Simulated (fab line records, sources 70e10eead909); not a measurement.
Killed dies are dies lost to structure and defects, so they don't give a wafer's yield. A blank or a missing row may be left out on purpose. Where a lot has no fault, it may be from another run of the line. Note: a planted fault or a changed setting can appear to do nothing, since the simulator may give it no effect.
Chamber matching :: flow nand_harc :: NHARC_P_CONTACT_ALD_22 on ald_metal-04: 4 sister chambers
The step deposits TiN, target thk 3 nm, pulse time 1 s, ald cycles 150. 4 wafers are shown with their chamber, then 7 later ones without.

== EACH WAFER AND ITS CHAMBER ==
wafer: L083.4
chamber: 2
heater_power_w (W): 1237

wafer: L083.5
chamber: 3
heater_power_w (W): 1150

wafer: L087.2
chamber: 0
heater_power_w (W): 1045

wafer: L087.4
chamber: 1
heater_power_w (W): 1113

== WAFERS MISSING THEIR CHAMBER ==
wafer: L087.5
heater_power_w (W): 1142

wafer: L095.1
heater_power_w (W): 1054

wafer: L095.2
heater_power_w (W): 1161

wafer: L095.6
heater_power_w (W): 1049

wafer: L096.4
heater_power_w (W): 1060

wafer: L096.5
heater_power_w (W): 1019

wafer: L096.6
heater_power_w (W): 1177

== WHICH CHAMBER EACH ONE RAN IN ==
wafer: L087.5
from the rows above: can't be placed: 3 or 1
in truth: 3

wafer: L095.1
from the rows above: 0
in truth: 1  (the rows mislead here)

wafer: L095.2
from the rows above: 3
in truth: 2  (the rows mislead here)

wafer: L095.6
from the rows above: 0
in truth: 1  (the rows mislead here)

wafer: L096.4
from the rows above: 0
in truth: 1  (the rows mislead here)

wafer: L096.5
from the rows above: 0
in truth: 0

wafer: L096.6
from the rows above: can't be placed: 3 or 2
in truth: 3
Correctly placed: 1 of 7. Not placeable from these rows: 2 (in 2, the candidates include the true chamber). Wrongly placed: 4.
How it was worked out, from the rows above alone: a wafer's distance from a chamber is the root of the sum, over the readings, of the square of ((its reading less the chamber's mean) divided by the reading's scatter). The wafer belongs to the nearest chamber; if the next one is less than 2 further off, it can't be placed. For every chamber, the mean is computed from those of its wafers that are shown. The scatter: with one shown wafer a chamber, the root of the mean of the squares of how far each hidden wafer lies from its nearest shown one.
